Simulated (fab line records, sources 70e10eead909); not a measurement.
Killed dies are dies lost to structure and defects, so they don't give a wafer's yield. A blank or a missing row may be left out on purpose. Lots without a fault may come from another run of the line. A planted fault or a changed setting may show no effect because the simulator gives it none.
fab line records | flow nand_harc
record lots=24 wafers=72 last_day=24
route steps=1159 shown A_STAIRCASE@653
lots that met no fault: from a run of the same line without faults
start_h: hours from the record's first day to the start of the lot's first wafer shown | wait_h: hours since the lot's step before | " the same as in the row above | L1.1+2: a row that stands for several wafers | - no value, or no start given | * or withheld: withheld | < > ~ a bound
route shown NAME@n: a module of which the file shows steps, and the number in the route of the first | usual: mean/standard deviation of fault-free wafers | same: alike in all rows | chamber/n: place in a boat | sites: the reading at each site | _std_site: their standard deviation | _edge_site: outer sites' mean less inner sites' | radius_mm: how far each site lies from the wafer's centre | mask NAME#n: copy n | behind: the tool/chamber that last shaped the wafer | hold: why the lot was held/for how many hours/how that ended | device: the transistor (n, p or np) that didn't switch | end of line: the same wafers' tests at the end of the route | a step without rows: its recipe alone | killed: dies lost to structure and defects at the first sort, not the wafer's yield | map: a wafer's dies, x killed, . not, _ none there
set.NAME: the setting as run; set.NAME@STEP: as run at that earlier step | model.NAME: the simulator's own value behind a step, which no gauge read
steps of the route over a sample of lots; a table a step, a row a wafer
services: from which hour (start_h, from the record's first day; less than 0 if before it) a tool's chamber was out of use, for how many hours, and why
## steps
# step NHARC_A_STAIRCASE_DEP_259
# recipe target_thk_a=300 target_thk_nm=30 temp_c=400 pressure_torr=3.5 flow_sccm=200 rf_w=350 material=SiON
# usual heater_power_w=821/120
# columns lot.wafer tool chamber start_h wait_h heater_power_w
L075.3 pecvd-04 0 246.68 1.0 680
L075.1 " 1 " " 775
L075.4 " 0 " " 705
L074.1 pecvd-04 0 254.54 1.8 695
L074.6 " 2 " " 649
L074.5 " 0 " " 702
L076.2 pecvd-01 0 265.07 1.2 1076
L076.4 " 1 " " 857
L076.5 " 2 " " 885
L077.1 pecvd-03 2 265.40 1.6 673
L077.5 " 0 " " 836
L077.6 " 2 " " 682
L078.3 pecvd-04 0 275.35 1.0 713
L078.6 " 1 " " 792
L078.4 " 2 " " 669
L080.2 pecvd-03 2 288.30 1.3 765
L080.6 " 1 " " 890
L080.5 " 0 " " 790
L079.3 pecvd-01 0 288.75 1.0 1044
L079.2 " 1 " " 827
L079.1 " 2 " " 913
L082.3 pecvd-01 0 304.72 0.9 1035
L082.1 " 1 " " 840
L082.5 " 1 " " 849
L081.3 pecvd-04 0 308.58 1.0 662
L081.5 " 2 " " 584
L081.4 " 0 " " 693
L083.2 pecvd-03 2 308.71 1.2 761
L083.3 " 1 " " 757
L083.6 " 0 " " 775
L084.3 pecvd-01 0 314.54 0.9 1056
L084.6 " 1 " " 830
L084.4 " 2 " " 950
L085.3 pecvd-01 1 330.46 1.4 842
L085.6 " 0 " " 912
L085.5 " 1 " " 911
L086.1 pecvd-04 2 330.49 2.0 592
L086.3 " 1 " " 868
L086.6 " 0 " " 639
L087.3 pecvd-03 1 333.77 1.0 771
L087.6 " 0 " " 769
L087.5 " 2 " " 676
L088.3 pecvd-04 2 340.89 1.0 679
L088.1 " 0 " " 613
L088.4 " 1 " " 791
L089.1 pecvd-01 1 341.27 1.6 765
L089.5 " 1 " " 753
L089.4 " 2 " " 912
L091.2 pecvd-04 1 347.17 1.3 826
L091.6 " 0 " " 707
L091.4 " 2 " " 695
L090.2 pecvd-01 0 348.92 1.3 1049
L090.6 " 0 " " 1049
L090.4 " 1 " " 805
L093.1 pecvd-03 0 363.67 1.7 822
L093.2 " 1 " " 772
L093.6 " 1 " " 762
L092.2 pecvd-01 0 363.68 1.4 977
L092.3 " 1 " " 890
L092.5 " 0 " " 956
L094.5 pecvd-01 1 377.77 1.2 873
L094.6 " 2 " " 972
L094.4 " 0 " " 1051
L095.2 pecvd-01 2 378.80 1.3 962
L095.3 " 0 " " 991
L095.6 " 2 " " 983
L096.2 pecvd-01 2 382.60 1.3 825
L096.6 " 2 " " 841
L096.5 " 0 " " 1003
L097.3 pecvd-03 2 387.36 1.0 721
L097.4 " 1 " " 858
L097.5 " 0 " " 701
# step NHARC_A_STAIRCASE_ETCH_315
# recipe target_depth_a=25000 time_s=607.1 ion_energy_ev=800 c4f8_flow_sccm=80 o2_flow_sccm=60 ar_flow_sccm=withheld rf_w=600 bias_w=3000 chemistry=C4F8/O2/Ar
# usual oes_product_au=0.928/0.014 rf_vpp_V=1823/12
# columns lot.wafer tool chamber start_h wait_h oes_product_au rf_hours_counter_h rf_vpp_V
L075.3 rie_diel-01 2 - - 0.950 39 1833
L075.4 " 3 " " 0.934 37 1813
L075.1 " 0 " " 0.931 35 1835
L074.1 rie_diel-02 3 - - 0.951 36 1812
L074.6 " 2 " " 0.909 - 1809
L074.5 " 3 " " 0.945 - 1813
L076.2 rie_diel-02 2 - - 0.910 40 1806
L076.4 " 3 " " 0.936 39 1812
L076.5 " 0 " " 0.926 - 1809
L077.1 rie_diel-04 3 - - 0.905 64 1828
L077.5 " 3 " " 0.904 - 1832
L077.6 " 0 " " 0.924 - 1841
L078.3 rie_diel-01 0 - - 0.925 45 1835
L078.4 " 1 " " 0.939 47 1847
L078.6 " 3 " " 0.915 - 1812
L080.2 rie_diel-02 2 - - 0.903 48 1808
L080.6 " 3 " " 0.918 - 1812
L080.5 " 0 " " 0.915 - 1810
L079.1 rie_diel-01 3 - - 0.920 53 1813
L079.2 " 0 " " 0.923 50 1834
L079.3 " 1 " " 0.925 53 1844
L082.3 rie_diel-01 0 - - 0.935 56 1833
L082.1 " 2 " " 0.962 59 1830
L082.5 " 3 " " 0.931 - 1813
L081.3 rie_diel-02 1 - - 0.902 61 1815
L081.5 " 3 " " 0.935 - 1812
L081.4 " 1 " " 0.914 - 1817
L083.2 rie_diel-02 1 - - 0.894 61 1816
L083.3 " 3 " " 0.926 57 1812
L083.6 " 3 " " 0.932 - 1812
L084.3 rie_diel-02 1 - - 0.899 64 1816
L084.4 " 0 " " 0.909 59 1809
L084.6 " 2 " " 0.908 - 1808
L085.3 rie_diel-02 3 - - 0.960 0 1810
L085.5 " 0 " " 0.931 - 1808
L085.6 " 1 " " 0.923 - 1814
L086.1 rie_diel-01 2 - - 0.932 3 1832
L086.3 " 0 " " 0.916 8 1834
L086.6 " 1 " " 0.924 - 1847
L087.3 rie_diel-04 3 - - 0.915 17 1830
L087.5 " 0 " " 0.925 - 1839
L087.6 " 1 " " 0.939 - 1829
L088.4 rie_diel-04 2 - - 0.920 22 1822
L088.3 " 3 " " 0.911 20 1828
L088.1 " 0 " " 0.925 22 1839
L089.4 rie_diel-04 3 - - 0.919 21 1828
L089.1 " 2 " " 0.937 23 1819
L089.5 " 0 " " 0.930 - 1839
L091.4 rie_diel-04 0 - - 0.926 26 1838
L091.2 " 1 " " 0.945 26 1829
L091.6 " 2 " " 0.943 - 1821
L090.2 rie_diel-02 2 - - 0.926 7 1846
L090.6 " 2 " " 0.928 - 1847
L090.4 " 0 " " 0.925 - 1808
L092.3 rie_diel-02 1 - - 0.926 13 1815
L092.2 " 3 " " 0.947 8 1812
L092.5 " 1 " " 0.924 - 1813
L093.2 rie_diel-04 3 - - 0.920 30 1829
L093.1 " 0 " " 0.922 32 1839
L093.6 " 3 " " 0.915 - 1828
L095.3 rie_diel-04 0 - - 0.951 36 1839
L095.2 " 1 " " 0.960 38 1828
L095.6 " 3 " " 0.938 - 1828
L094.4 rie_diel-02 1 - - 0.933 20 1813
L094.5 " 0 " " 0.934 - 1808
L094.6 " 1 " " 0.928 - 1813
L096.2 rie_diel-04 2 - - 0.933 38 1820
L096.5 " 1 " " 0.944 - 1830
L096.6 " 2 " " 0.930 - 1820
L097.3 rie_diel-01 3 - - 0.927 27 1813
L097.4 " 1 " " 0.949 - 1844
L097.5 " 2 " " 0.940 - 1830
# step NHARC_A_STAIRCASE_STRIP_316
# recipe o2_flow_sccm=500 ar_flow_sccm=0 bias_w=0 chemistry=O2
# usual drypump_motor_current_A=5.7/0.46 oes_product_au=0.997/0.014 rf_vpp_V=57.6/0.87 showerhead_plenum_p_Torr=3.48/0.17 throttle_valve_pct=17.036/0.0098
# columns lot.wafer tool chamber start_h wait_h drypump_motor_current_A oes_product_au rf_hours_counter_h rf_vpp_V showerhead_plenum_p_Torr throttle_valve_pct
L075.1 rie_diel-01 3 - - 5.0 0.988 37 57.9 3.35 17.017
L075.3 " 0 " " 5.8 0.984 35 59.0 3.63 17.035
L075.4 " 1 " " 5.3 1.008 36 58.4 3.79 17.038
L074.1 rie_diel-02 3 - - 5.2 1.017 37 57.5 3.34 17.036
L074.5 " 2 " " 5.9 0.988 - 56.7 3.27 17.056
L074.6 " 3 " " 5.2 1.018 - 57.0 3.34 17.021
L076.4 rie_diel-02 3 - - 5.2 1.003 39 56.8 3.34 17.032
L076.2 " 0 " " 6.3 0.996 43 58.3 3.30 17.039
L076.5 " 0 " " 6.2 0.982 - 56.8 3.30 17.043
L077.1 rie_diel-04 3 - - 5.6 0.979 66 57.0 3.56 17.033
L077.5 " 1 " " 6.0 1.001 - 58.1 3.57 17.055
L077.6 " 2 " " 5.4 1.021 - 56.2 3.47 17.047
L078.4 rie_diel-01 2 - - 6.1 1.008 47 57.8 3.59 17.035
L078.3 " 3 " " 5.0 0.989 47 58.1 3.34 17.025
L078.6 " 3 " " 5.0 0.993 - 55.6 3.34 17.024
L080.2 rie_diel-02 3 - - 5.2 1.005 48 57.0 3.33 17.046
L080.6 " 3 " " 5.2 1.004 - 56.6 3.33 17.022
L080.5 " 0 " " 6.2 0.989 - 56.3 3.30 17.031
L079.2 rie_diel-01 3 - - 5.0 0.988 53 56.6 3.34 17.043
L079.1 " 0 " " 5.8 0.995 50 56.7 3.62 17.029
L079.3 " 1 " " 5.3 1.002 53 58.2 3.78 17.035
L082.3 rie_diel-01 3 - - 5.0 0.997 58 56.3 3.34 17.043
L082.1 " 1 " " 5.3 1.007 59 58.8 3.77 17.027
L082.5 " 2 " " 6.1 1.004 - 57.4 3.59 17.051
L081.3 rie_diel-02 3 - - 5.2 1.008 57 58.2 3.33 17.051
L081.4 " 3 " " 5.2 1.005 - 56.6 3.33 17.041
L081.5 " 1 " " 6.3 0.978 - 59.3 3.37 17.035
L083.2 rie_diel-02 2 - - 5.8 0.968 58 56.8 3.26 17.046
L083.3 " 3 " " 5.2 1.007 57 56.3 3.33 17.032
L083.6 " 3 " " 5.2 1.015 - 57.8 3.33 17.034
L084.3 rie_diel-02 2 - - 5.8 0.976 61 57.8 3.26 17.045
L084.4 " 0 " " 6.2 0.976 60 56.6 3.29 17.023
L084.6 " 1 " " 6.3 0.972 - 58.6 3.37 17.037
L085.3 rie_diel-02 2 - - 5.8 0.985 0 58.2 3.81 17.041
L085.6 " 2 " " 5.9 0.988 - 57.3 3.81 17.049
L085.5 " 3 " " 5.2 1.033 - 56.7 3.32 17.043
L086.3 rie_diel-01 3 - - 5.0 0.991 7 55.7 3.33 17.046
L086.1 " 2 " " 6.2 1.009 3 58.4 3.58 17.009
L086.6 " 0 " " 5.8 0.989 - 57.7 3.61 17.043
L087.3 rie_diel-04 2 - - 5.4 1.005 19 56.3 3.46 17.035
L087.5 " 3 " " 5.6 0.981 - 57.6 3.55 17.036
L087.6 " 0 " " 5.0 0.994 - 58.8 3.69 17.032
L088.3 rie_diel-04 2 - - 5.4 0.995 23 57.2 3.46 17.038
L088.4 " 3 " " 5.6 0.982 20 58.6 3.55 17.033
L088.1 " 1 " " 6.0 1.015 23 58.6 3.56 17.041
L089.4 rie_diel-04 2 - - 5.4 1.008 23 56.6 3.45 17.026
L089.1 " 3 " " 5.6 0.988 21 58.4 3.55 17.051
L089.5 " 2 " " 5.4 1.008 - 57.5 3.45 17.019
L091.2 rie_diel-04 0 - - 5.0 0.988 26 59.9 3.68 17.045
L091.4 " 2 " " 5.4 1.002 26 58.1 3.45 17.053
L091.6 " 3 " " 5.6 0.981 - 57.7 3.55 17.035
L090.2 rie_diel-02 1 - - 6.3 0.990 8 57.8 3.36 17.039
L090.6 " 0 " " 6.3 1.000 - 57.3 3.29 17.045
L090.4 " 2 " " 5.9 0.987 - 58.8 3.80 17.036
L092.3 rie_diel-02 3 - - 5.2 1.034 8 57.4 3.32 17.037
L092.2 " 1 " " 6.3 0.994 14 58.9 3.36 17.037
L092.5 " 2 " " 5.9 1.002 - 58.9 3.80 17.027
L093.2 rie_diel-04 3 - - 5.6 0.984 31 56.6 3.55 17.047
L093.1 " 1 " " 6.0 1.008 33 58.5 3.55 17.037
L093.6 " 3 " " 5.6 0.981 - 58.5 3.55 17.037
L095.3 rie_diel-04 0 - - 5.0 1.014 36 57.9 3.68 17.047
L095.2 " 3 " " 5.6 0.989 35 57.2 3.54 17.035
L095.6 " 0 " " 5.0 1.011 - 58.9 3.68 17.032
L094.4 rie_diel-02 1 - - 6.3 0.993 20 57.0 3.36 17.021
L094.6 " 1 " " 6.3 1.013 - 57.3 3.36 17.021
L094.5 " 2 " " 5.9 0.989 - 59.2 3.80 17.049
L096.2 rie_diel-04 2 - - 5.4 0.999 39 58.4 3.45 17.047
L096.5 " 3 " " 5.6 0.996 - 58.8 3.54 17.022
L096.6 " 0 " " 5.0 1.001 - 58.6 3.68 17.035
L097.3 rie_diel-01 2 - - 6.2 1.005 23 57.9 3.57 17.032
L097.5 " 1 " " 5.3 1.004 - 57.4 3.76 17.033
L097.4 " 2 " " 6.2 0.995 - 57.8 3.57 17.028
# step NHARC_A_STAIRCASE_ETCHBACK_416
# recipe target_depth_a=360 time_s=7.2 c4f8_flow_sccm=withheld o2_flow_sccm=8 ar_flow_sccm=withheld rf_w=600 bias_w=800 chemistry=C4F8/O2/Ar
# usual oes_product_au=0.93/0.032 rf_vpp_V=722/4.9
# columns lot.wafer tool chamber start_h wait_h oes_product_au rf_hours_counter_h rf_vpp_V
L075.4 rie_diel-01 2 260.67 2.1 0.93 42 726
L075.3 " 3 " " 0.91 40 718
L075.1 " 1 " " 0.94 39 731
L074.1 rie_diel-01 0 - - 0.99 38 725
L074.6 " 3 " " 1.00 - 717
L074.5 " 0 " " 1.00 - 725
L076.2 rie_diel-02 1 - - 0.93 44 719
L076.4 " 3 " " 0.94 40 717
L076.5 " 1 " " 0.93 - 719
L077.1 rie_diel-04 2 - - 0.94 64 722
L077.5 " 1 " " 0.93 - 727
L077.6 " 2 " " 0.94 - 721
L078.4 rie_diel-02 3 - - 0.93 44 719
L078.3 " 0 " " 0.91 48 717
L078.6 " 3 " " 0.93 - 718
L080.2 rie_diel-02 2 - - 0.90 51 716
L080.6 " 2 " " 0.89 - 716
L080.5 " 3 " " 0.92 - 717
L079.2 rie_diel-04 3 - - 0.98 1 726
L079.1 " 1 " " 1.00 2 726
L079.3 " 2 " " 1.01 2 720
L082.3 rie_diel-02 3 - - 0.92 57 715
L082.1 " 1 " " 0.91 61 717
L082.5 " 3 " " 0.93 - 716
L081.3 rie_diel-02 3 - - 0.94 59 716
L081.4 " 1 " " 0.90 63 717
L081.5 " 2 " " 0.91 - 715
L083.2 rie_diel-04 0 - - 0.99 8 728
L083.3 " 2 " " 1.01 8 722
L083.6 " 0 " " 1.00 - 728
L084.3 rie_diel-02 3 - - 0.93 61 717
L084.4 " 1 " " 0.91 65 717
L084.6 " 0 " " 0.91 - 717
L085.3 rie_diel-01 0 - - 0.99 9 726
L085.6 " 1 " " 0.99 - 730
L085.5 " 2 " " 1.01 - 724
L086.1 rie_diel-01 0 - - 0.91 9 726
L086.3 " 2 " " 0.93 4 724
L086.6 " 0 " " 0.92 - 726
L087.3 rie_diel-01 1 - - 0.92 9 731
L087.5 " 3 " " 0.92 - 718
L087.6 " 0 " " 0.92 - 727
L088.4 rie_diel-04 0 - - 0.91 25 728
L088.3 " 1 " " 0.93 25 725
L088.1 " 2 " " 0.91 24 721
L089.4 rie_diel-04 0 - - 0.92 25 727
L089.1 " 1 " " 0.94 26 725
L089.5 " 2 " " 0.93 - 722
L091.4 rie_diel-01 0 - - 0.93 16 726
L091.2 " 2 " " 0.94 10 726
L091.6 " 3 " " 0.92 - 717
L090.4 rie_diel-01 1 - - 0.91 14 730
L090.2 " 0 " " 0.91 16 726
L090.6 " 2 " " 1.01 - 723
L092.3 rie_diel-04 1 - - 0.94 35 725
L092.2 " 2 " " 0.92 34 721
L092.5 " 2 " " 0.93 - 721
L093.1 rie_diel-01 0 - - 0.91 22 727
L093.2 " 3 " " 0.91 23 717
L093.6 " 1 " " 0.93 - 732
L095.3 rie_diel-02 0 - - 0.93 21 716
L095.2 " 2 " " 0.92 19 732
L095.6 " 0 " " 0.93 - 716
L094.4 rie_diel-01 1 - - 0.93 - 730
L094.5 " 2 " " 0.93 - 724
L094.6 " 3 " " 0.91 - 716
L096.2 rie_diel-04 3 - - 0.91 37 723
L096.6 " 2 " " 0.92 - 721
L096.5 " 3 " " 0.91 - 723
L097.4 rie_diel-04 2 - - 0.93 41 721
L097.3 " 3 " " 0.91 39 725
L097.5 " 3 " " 0.91 - 725
# step NHARC_A_STAIRCASE_DEP_417
# recipe target_thk_a=600 step_coverage_pct=20 temp_c=400 target_thk_nm=60 flow_sccm=200 rf_w=450 material=Si3N4
# usual heater_power_w=822/110
# columns lot.wafer tool chamber start_h wait_h heater_power_w
L075.1 pecvd-01 1 261.46 - 741
L075.3 " 2 " " 892
L075.4 " 1 " " 745
L074.1 pecvd-01 2 265.84 - 837
L074.6 " 2 " " 864
L074.5 " 1 " " 709
L076.2 pecvd-01 0 275.20 - 892
L076.5 " 1 " " 800
L076.4 " 2 " " 924
L077.1 pecvd-01 1 280.87 - 852
L077.6 " 0 " " 1020
L077.5 " 1 " " 840
L078.3 pecvd-04 0 287.95 - 581
L078.6 " 1 " " 838
L078.4 " 2 " " 607
L080.2 pecvd-01 2 301.51 - 851
L080.6 " 1 " " 780
L080.5 " 2 " " 903
L079.3 pecvd-01 1 302.68 - 773
L079.1 " 2 " " 779
L079.2 " 0 " " 861
L082.3 pecvd-03 1 317.08 - 750
L082.1 " 2 " " 664
L082.5 " 1 " " 756
L081.3 pecvd-01 1 320.04 - 797
L081.5 " 0 " " 985
L081.4 " 1 " " 822
L083.3 pecvd-01 2 320.55 - 933
L083.2 " 0 " " 1034
L083.6 " 2 " " 743
L084.3 pecvd-03 0 326.95 - 770
L084.4 " 2 " " 625
L084.6 " 0 " " 788
L085.3 pecvd-03 2 341.14 - 688
L085.6 " 2 " " 699
L085.5 " 0 " " 783
L086.3 pecvd-01 0 342.04 - 917
L086.1 " 1 " " 745
L086.6 " 1 " " 733
L087.3 pecvd-01 2 344.38 - 759
L087.5 " 0 " " 906
L087.6 " 2 " " 776
L088.1 pecvd-03 1 353.01 - 793
L088.3 " 2 " " 701
L088.4 " 1 " " 822
L089.1 pecvd-01 2 353.78 - 887
L089.4 " 0 " " 957
L089.5 " 2 " " 909
L091.2 pecvd-01 0 358.32 - 986
L091.4 " 0 " " 980
L091.6 " 1 " " 781
L090.2 pecvd-01 1 361.19 - 734
L090.6 " 0 " " 992
L090.4 " 1 " " 747
L092.3 pecvd-03 0 377.97 - 752
L092.2 " 1 " " 781
L092.5 " 2 " " 652
L093.2 pecvd-01 1 379.84 - 824
L093.1 " 0 " " 912
L093.6 " 0 " " 907
L095.3 pecvd-01 1 390.19 - 756
L095.2 " 2 " " 822
L095.6 " 0 " " 1013
L094.6 pecvd-04 2 391.52 - 584
L094.4 " 0 " " 624
L094.5 " 1 " " 676
L096.2 pecvd-01 0 393.17 - 978
L096.6 " 2 " " 937
L096.5 " 0 " " 977
L097.3 pecvd-03 0 397.97 - 774
L097.4 " 0 " " 784
L097.5 " 1 " " 812
# step NHARC_A_STAIRCASE_ETCH_444
# recipe target_depth_a=1.02e+05 time_s=3400 c4f8_flow_sccm=20 o2_flow_sccm=10 ar_flow_sccm=withheld rf_w=600 bias_w=1000 chemistry=C4F8/O2
# usual oes_product_au=0.932/0.02 rf_vpp_V=807/5.5
# columns lot.wafer tool chamber start_h wait_h oes_product_au rf_hours_counter_h rf_vpp_V
L075.1 rie_diel-02 0 298.04 0.1 0.918 53 799
L075.3 " 1 " " 0.917 52 801
L075.4 " 3 " " 0.924 49 799
L074.1 rie_diel-01 2 298.64 0.6 0.934 54 809
L074.6 " 0 " " 0.922 - 811
L074.5 " 1 " " 0.933 - 815
L076.2 rie_diel-02 1 311.28 0.8 0.912 58 801
L076.4 " 3 " " 0.940 - 799
L076.5 " 1 " " 0.904 - 802
L077.1 rie_diel-04 3 316.81 1.0 0.900 4 807
L077.5 " 0 " " 0.935 - 813
L077.6 " 1 " " 0.944 - 808
L078.4 rie_diel-04 1 329.11 0.1 0.941 13 808
L078.3 " 3 " " 0.917 10 808
L078.6 " 1 " " 0.945 - 809
L079.2 rie_diel-04 3 338.33 0.1 0.903 15 807
L079.1 " 0 " " 0.933 17 812
L079.3 " 2 " " 0.928 18 806
L080.2 rie_diel-02 3 339.20 0.8 0.993 1 800
L080.5 " 0 " " 0.971 - 797
L080.6 " 1 " " 0.983 - 802
L082.1 rie_diel-01 3 351.35 0.1 0.934 13 800
L082.3 " 0 " " 0.932 13 809
L082.5 " 3 " " 0.935 - 801
L083.2 rie_diel-04 0 351.37 0.3 0.928 23 812
L083.3 " 1 " " 0.939 25 809
L083.6 " 0 " " 0.923 - 812
L081.4 rie_diel-02 0 351.74 0.3 0.955 6 800
L081.3 " 2 " " 0.941 6 819
L081.5 " 3 " " 0.999 - 801
L084.4 rie_diel-01 2 361.50 0.1 0.970 11 809
L084.3 " 1 " " 0.976 15 815
L084.6 " 2 " " 0.961 - 810
L086.1 rie_diel-04 1 378.36 0.1 0.936 35 809
L086.3 " 3 " " 0.915 33 807
L086.6 " 2 " " 0.922 - 804
L085.3 rie_diel-01 0 378.74 0.8 0.910 22 810
L085.6 " 1 " " 0.924 - 815
L085.5 " 2 " " 0.935 - 809
L087.3 rie_diel-02 3 378.90 0.8 0.964 10 800
L087.5 " 0 " " 0.952 - 800
L087.6 " 1 " " 0.937 - 801
L088.4 rie_diel-01 0 400.52 0.1 0.909 26 809
L088.1 " 1 " " 0.934 28 814
L088.3 " 3 " " 0.907 29 800
L090.4 rie_diel-04 3 400.66 0.5 0.924 40 807
L090.2 " 0 " " 0.928 40 812
L090.6 " 2 " " 0.936 - 803
L089.4 rie_diel-02 2 400.81 0.6 0.917 24 815
L089.1 " 3 " " 0.946 19 801
L089.5 " 0 " " 0.932 - 798
L091.2 rie_diel-01 0 401.95 1.5 0.907 28 809
L091.4 " 3 " " 0.910 30 799
L091.6 " 1 " " 0.940 - 814
L092.3 rie_diel-04 3 413.18 0.1 0.914 44 806
L092.2 " 1 " " 0.943 47 806
L092.5 " 3 " " 0.914 - 808
L093.1 rie_diel-01 2 413.27 0.3 0.937 30 809
L093.2 " 0 " " 0.912 33 809
L093.6 " 1 " " 0.930 - 813
L094.4 rie_diel-04 0 428.80 0.1 0.929 51 812
L094.5 " 0 " " 0.931 - 811
L094.6 " 1 " " 0.932 - 806
L096.2 rie_diel-02 2 428.88 0.3 0.924 32 815
L096.5 " 1 " " 0.923 - 801
L096.6 " 2 " " 0.927 - 817
L095.2 rie_diel-01 0 429.17 0.1 0.907 38 809
L095.3 " 2 " " 0.933 36 807
L095.6 " 1 " " 0.925 - 814
L097.3 rie_diel-04 0 441.92 0.1 0.916 56 812
L097.4 " 3 " " 0.898 55 806
L097.5 " 1 " " 0.934 - 806
## services
# columns tool chamber start_h hours kind
rie_diel-02 0 233.23 - clean
rie_diel-02 1 233.23 - clean
rie_diel-02 2 233.23 - clean
rie_diel-02 3 233.23 - clean
pecvd-01 - 237.06 13.0 pm
pecvd-03 0 253.10 7.8 repair
pecvd-01 - 254.33 0.4 repair
pecvd-04 - 256.21 0.8 repair
rie_diel-02 0 257.81 - clean
rie_diel-02 1 257.81 - clean
rie_diel-01 2 263.02 6.3 repair
rie_diel-01 3 272.30 2.7 repair
rie_diel-04 - 288.97 9.0 pm
pecvd-03 - 292.61 13.0 pm
rie_diel-02 0 310.33 8.5 repair
rie_diel-01 2 323.83 8.6 repair
rie_diel-02 - 327.70 9.0 pm
rie_diel-02 3 355.46 16.0 repair
pecvd-04 2 358.48 14.3 repair
pecvd-04 - 376.33 13.0 pm
rie_diel-01 0 390.21 8.2 repair
pecvd-01 - 393.52 1.6 repair
pecvd-01 - 418.06 13.0 pm
pecvd-04 1 442.11 17.3 repair
## key
fault none
